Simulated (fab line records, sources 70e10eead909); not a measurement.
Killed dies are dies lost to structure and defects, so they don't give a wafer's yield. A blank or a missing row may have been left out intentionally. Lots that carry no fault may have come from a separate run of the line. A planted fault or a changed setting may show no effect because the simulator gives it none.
Matching of chambers | flow nandHarc | NHARC_P_M1_PRE_CLEAN_32 on pecvd-04 has 3 sister chambers
The step time 12 s. 6 wafers are shown with their chamber, then 11 later ones without.

== WAFERS PAIRED WITH THEIR CHAMBERS ==
wafer  | chamber | heaterPowerW (W)
L083.1 | 0       | 571
L084.1 | 0       | 573
L085.1 | 1       | 725
L085.2 | 2       | 604
L085.5 | 1       | 696
L086.2 | 2       | 652

== WAFERS MISSING THEIR CHAMBER ==
wafer  | heaterPowerW (W)
L086.3 | 642
L086.5 | 653
L093.2 | 682
L093.4 | 622
L093.5 | 553
L094.1 | 648
L094.3 | 545
L094.4 | 665
L097.3 | 543
L097.4 | 525
L097.6 | 638

== THE CHAMBER EACH PASSED THROUGH ==
wafer  | from the rows above     | in truth
L086.3 | 2                       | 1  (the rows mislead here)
L086.5 | can't be placed: 2 or 1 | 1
L093.2 | can't be placed: 1 or 2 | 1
L093.4 | can't be placed: 2 or 0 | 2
L093.5 | 0                       | 0
L094.1 | can't be placed: 2 or 1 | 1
L094.3 | 0                       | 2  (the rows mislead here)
L094.4 | can't be placed: 2 or 1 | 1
L097.3 | 0                       | 0
L097.4 | 0                       | 0
L097.6 | 2                       | 2
Correct placement for 4 of the 11. Cannot be placed on the basis of these rows: 5; the candidates contain the true chamber in 5. Wrongly placed: 2.
How it was worked out, from the rows above alone: a wafer's distance from a chamber is the root of the sum, over the readings, of the square of ((its reading less the chamber's mean) divided by the reading's scatter). The wafer belongs to the nearest chamber; if the next one is less than 2 further off, it can't be placed. Each chamber's mean is taken over the wafers shown for it. The scatter: take each reading less its chamber's mean, square it, sum over the shown wafers, divide by the number of wafers less the number of chambers, and take the root.
